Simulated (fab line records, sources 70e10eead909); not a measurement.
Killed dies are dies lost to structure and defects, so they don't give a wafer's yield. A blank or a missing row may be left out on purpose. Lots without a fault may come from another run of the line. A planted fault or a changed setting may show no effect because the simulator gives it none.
Which tool did it? | flow nand_harc | 12 lots, 36 wafers sampled, at 6 steps of a route of 1302

WHAT THE GAUGES READ, wafer by wafer
NHARC_A_CHANNEL_HOLE_D1_INSPECT_40. Usual: raw_defect_count 69, standard deviation 23.
lot  | measured     | on                | raw_defect_count | flag
L151 | day 9 01:19  | defect_inspect-01 | 54 25 37         |
L153 | day 9 11:55  | defect_inspect-01 | 44 61 52         |
L154 | day 10 06:59 | defect_inspect-01 | 39 52 38         |
L155 | day 10 07:35 | defect_inspect-02 | 82 136 90        |
L158 | day 11 13:47 | defect_inspect-02 | 65 96 86         |
L159 | day 12 05:48 | defect_inspect-02 | 93 92 87         |
L160 | day 12 20:20 | defect_inspect-02 | 73 65 38         |
L165 | day 14 11:22 | defect_inspect-01 | 131 102 122      |
L167 | day 15 18:16 | defect_inspect-02 | 58 1144 53       | OFF
L169 | day 16 02:46 | defect_inspect-02 | 73 59 1170       | OFF
L173 | day 17 19:20 | defect_inspect-01 | 86 62 38         |
L174 | day 18 09:29 | defect_inspect-02 | 60 70 63         |

NHARC_END_SORT_01. Usual: killed_at_array 57, standard deviation 20; killed_at_other 1.3, standard deviation 1.4; killed_at_periphery 3.4, standard deviation 2.4; killed_dies 61, standard deviation 19; killed_open 2.9, standard deviation 1.8; killed_short 2.5, standard deviation 1.6.
lot  | measured     | on        | killed_at_array | killed_at_other | killed_at_periphery | killed_dies | killed_open | killed_short | flag
L167 | day 31 15:16 | prober-02 | 75 137 82       | 1 0 1           | 0 4 3               | 76 141 86   | 0 7 3       | 2 8 5        |
L169 | day 31 14:25 | prober-01 | 46 41 102       | 1 0 1           | 11 3 5              | 58 44 108   | 4 2 6       | 2 3 2        |

WHICH TOOL RAN EACH LOT (tool, then ch and the chambers of the sampled wafers, then the start)
lot  | NHARC_A_CHANNEL_HOLE_D1_DEP_00 | NHARC_A_CHANNEL_HOLE_D1_ETCH_22  | NHARC_A_CHANNEL_HOLE_D1_ETCH_24  | NHARC_A_CHANNEL_HOLE_D1_ETCH_25
L151 | acl_dep-02 ch 0, day 8 14:22   | har_etch-01 ch 0,1, day 8 20:25  | har_etch-01 ch 0,1, day 8 21:41  | har_etch-01 ch 0,1, day 8 22:28
L153 | acl_dep-02 ch 0, day 9 02:09   | har_etch-01 ch 0,1, day 9 07:04  | har_etch-01 ch 0,1, day 9 08:20  | har_etch-01 ch 0,1, day 9 09:06
L154 | acl_dep-01 ch 0, day 9 18:36   | har_etch-01 ch 0,1, day 10 01:54 | har_etch-01 ch 0,1, day 10 03:10 | har_etch-01 ch 0,1, day 10 03:56
L155 | acl_dep-02 ch 0, day 9 21:33   | har_etch-02 ch 0,1, day 10 02:26 | har_etch-02 ch 0,1, day 10 03:41 | har_etch-02 ch 0,1, day 10 04:27
L158 | acl_dep-03 ch 0, day 11 03:57  | har_etch-02 ch 1, day 11 09:02   | har_etch-02 ch 1, day 11 10:20   | har_etch-02 ch 1, day 11 11:07
L159 | acl_dep-01 ch 0, day 11 20:23  | har_etch-02 ch 0, day 12 01:03   | har_etch-02 ch 0, day 12 02:20   | har_etch-02 ch 0, day 12 03:07
L160 | acl_dep-02 ch 0, day 12 06:39  | har_etch-01 ch 0,1, day 12 15:19 | har_etch-01 ch 0,1, day 12 16:36 | har_etch-01 ch 0,1, day 12 17:22
L165 | acl_dep-02 ch 0, day 14 02:16  | har_etch-02 ch 0,1, day 14 06:42 | har_etch-02 ch 0,1, day 14 08:02 | har_etch-02 ch 0,1, day 14 08:50
L167 | acl_dep-02 ch 0, day 15 06:55  | har_etch-01 ch 0,1, day 15 13:25 | har_etch-01 ch 0,1, day 15 14:41 | har_etch-01 ch 0,1, day 15 15:27
L169 | acl_dep-01 ch 0, day 15 16:58  | har_etch-01 ch 0,1, day 15 21:56 | har_etch-01 ch 0,1, day 15 23:13 | har_etch-01 ch 0,1, day 16 00:01
L173 | acl_dep-01 ch 0, day 17 06:47  | har_etch-02 ch 0,1, day 17 14:29 | har_etch-02 ch 0,1, day 17 15:46 | har_etch-02 ch 0,1, day 17 16:32
L174 | acl_dep-01 ch 0, day 17 23:54  | har_etch-01 ch 0,1, day 18 04:48 | har_etch-01 ch 0,1, day 18 06:08 | har_etch-01 ch 0,1, day 18 06:56
- NHARC_A_CHANNEL_HOLE_D1_DEP_00: deposits aC, target thk 3100 nm.
- NHARC_A_CHANNEL_HOLE_D1_ETCH_22: etches the open film in C4F8/O2/Ar, time 666.7 s, target depth 1600 nm.
- NHARC_A_CHANNEL_HOLE_D1_ETCH_24: etches the open film in C4F8/O2/Ar, time 906.2 s, target depth 1500 nm.
- NHARC_A_CHANNEL_HOLE_D1_ETCH_25: etches the open film in C4F8/O2/Ar, time 1040.2 s, target depth 1500 nm.

WHAT THE TOOLS THEMSELVES READ (means of the sampled wafers that have a number; where no wafer has one, the mark that the record gives instead)
NHARC_A_CHANNEL_HOLE_D1_DEP_00. Usual: throttle_valve_pct 35.000 %, standard deviation 0.01.
lot  | tool       | throttle_valve_pct (%) | flag
L151 | acl_dep-02 | 35.004                 |
L153 | acl_dep-02 | 34.997                 |
L154 | acl_dep-01 | 35.002                 |
L155 | acl_dep-02 | 34.998                 |
L158 | acl_dep-03 | 35.005                 |
L159 | acl_dep-01 | 34.991                 |
L160 | acl_dep-02 | 35.011                 |
L165 | acl_dep-02 | 35.000                 |
L167 | acl_dep-02 | 34.994                 |
L169 | acl_dep-01 | 34.997                 |
L173 | acl_dep-01 | 34.998                 |
L174 | acl_dep-01 | 35.009                 |

NHARC_A_CHANNEL_HOLE_D1_ETCH_22. Usual: drypump_motor_current_A 5.9 A, standard deviation 0.31; showerhead_plenum_p_Torr 3.57 Torr, standard deviation 0.13; throttle_valve_pct 32.156 %, standard deviation 0.0098.
lot  | tool        | drypump_motor_current_A (A) | showerhead_plenum_p_Torr (Torr) | throttle_valve_pct (%) | flag
L151 | har_etch-01 | 5.9                         | 3.68                            | 32.161                 |
L153 | har_etch-01 | 5.9                         | 3.67                            | 32.156                 |
L154 | har_etch-01 | 5.9                         | 3.67                            | 32.152                 |
L155 | har_etch-02 | 6.0                         | 3.45                            | 32.158                 |
L158 | har_etch-02 | 6.3                         | 3.45                            | 32.151                 |
L159 | har_etch-02 | 5.6                         | 3.43                            | 32.160                 |
L160 | har_etch-01 | 6.0                         | 3.60                            | 32.163                 |
L165 | har_etch-02 | 5.8                         | 3.42                            | 32.162                 |
L167 | har_etch-01 | 5.9                         | 3.63                            | 32.157                 |
L169 | har_etch-01 | 5.8                         | 3.63                            | 32.150                 |
L173 | har_etch-02 | 5.8                         | 3.93                            | 32.150                 |
L174 | har_etch-01 | 6.0                         | 3.55                            | 32.152                 |

NHARC_A_CHANNEL_HOLE_D1_ETCH_24. Usual: drypump_motor_current_A 5.9 A, standard deviation 0.31; showerhead_plenum_p_Torr 3.56 Torr, standard deviation 0.13; throttle_valve_pct 32.235 %, standard deviation 0.0093.
lot  | tool        | drypump_motor_current_A (A) | showerhead_plenum_p_Torr (Torr) | throttle_valve_pct (%) | flag
L151 | har_etch-01 | 5.9                         | 3.67                            | 32.230                 |
L153 | har_etch-01 | 5.9                         | 3.67                            | 32.241                 |
L154 | har_etch-01 | 5.9                         | 3.66                            | 32.235                 |
L155 | har_etch-02 | 6.0                         | 3.45                            | 32.242                 |
L158 | har_etch-02 | 6.3                         | 3.45                            | 32.232                 |
L159 | har_etch-02 | 5.5                         | 3.42                            | 32.233                 |
L160 | har_etch-01 | 6.0                         | 3.59                            | 32.229                 |
L165 | har_etch-02 | 5.8                         | 3.41                            | 32.232                 |
L167 | har_etch-01 | 5.9                         | 3.63                            | 32.234                 |
L169 | har_etch-01 | 5.9                         | 3.62                            | 32.241                 |
L173 | har_etch-02 | 5.8                         | 3.93                            | 32.233                 |
L174 | har_etch-01 | 6.0                         | 3.55                            | 32.234                 |

NHARC_A_CHANNEL_HOLE_D1_ETCH_25. Usual: drypump_motor_current_A 6.0 A, standard deviation 0.31; showerhead_plenum_p_Torr 3.56 Torr, standard deviation 0.13; throttle_valve_pct 32.235 %, standard deviation 0.0091.
lot  | tool        | drypump_motor_current_A (A) | showerhead_plenum_p_Torr (Torr) | throttle_valve_pct (%) | flag
L151 | har_etch-01 | 5.9                         | 3.67                            | 32.223                 |
L153 | har_etch-01 | 5.9                         | 3.67                            | 32.232                 |
L154 | har_etch-01 | 5.9                         | 3.66                            | 32.234                 |
L155 | har_etch-02 | 6.1                         | 3.45                            | 32.238                 |
L158 | har_etch-02 | 6.3                         | 3.45                            | 32.228                 |
L159 | har_etch-02 | 5.5                         | 3.42                            | 32.233                 |
L160 | har_etch-01 | 6.0                         | 3.59                            | 32.236                 |
L165 | har_etch-02 | 5.8                         | 3.41                            | 32.230                 |
L167 | har_etch-01 | 5.9                         | 3.63                            | 32.246                 |
L169 | har_etch-01 | 5.9                         | 3.62                            | 32.236                 |
L173 | har_etch-02 | 5.8                         | 3.93                            | 32.236                 |
L174 | har_etch-01 | 6.0                         | 3.55                            | 32.235                 |

THE ANSWER, worked out from the rows above alone
Rule: a lot is off if the mean of its wafers that have a number lies more than 3 standard deviations from the usual mean. A lot without any number at a reading at which 4 lots or more have one is off too. The other lots that the step has rows for count as sound. The gauges are gone through in route order, then the tools' own readings, and for those a lot's mean is taken as printed above. The first step at which some lot is off is used, and at that step the reading that is off furthest; a lot without a number counts as furthest.
Off: L167, L169, at NHARC_A_CHANNEL_HOLE_D1_INSPECT_40 (raw_defect_count).
A tool fits if, at a process step before that reading, it ran every lot that is off, and no sound lot after the first of them. The gauges at NHARC_A_CHANNEL_HOLE_D1_INSPECT_40 are tried like those tools. None of those tried fits.

WHAT THE SIMULATOR HAD PUT IN
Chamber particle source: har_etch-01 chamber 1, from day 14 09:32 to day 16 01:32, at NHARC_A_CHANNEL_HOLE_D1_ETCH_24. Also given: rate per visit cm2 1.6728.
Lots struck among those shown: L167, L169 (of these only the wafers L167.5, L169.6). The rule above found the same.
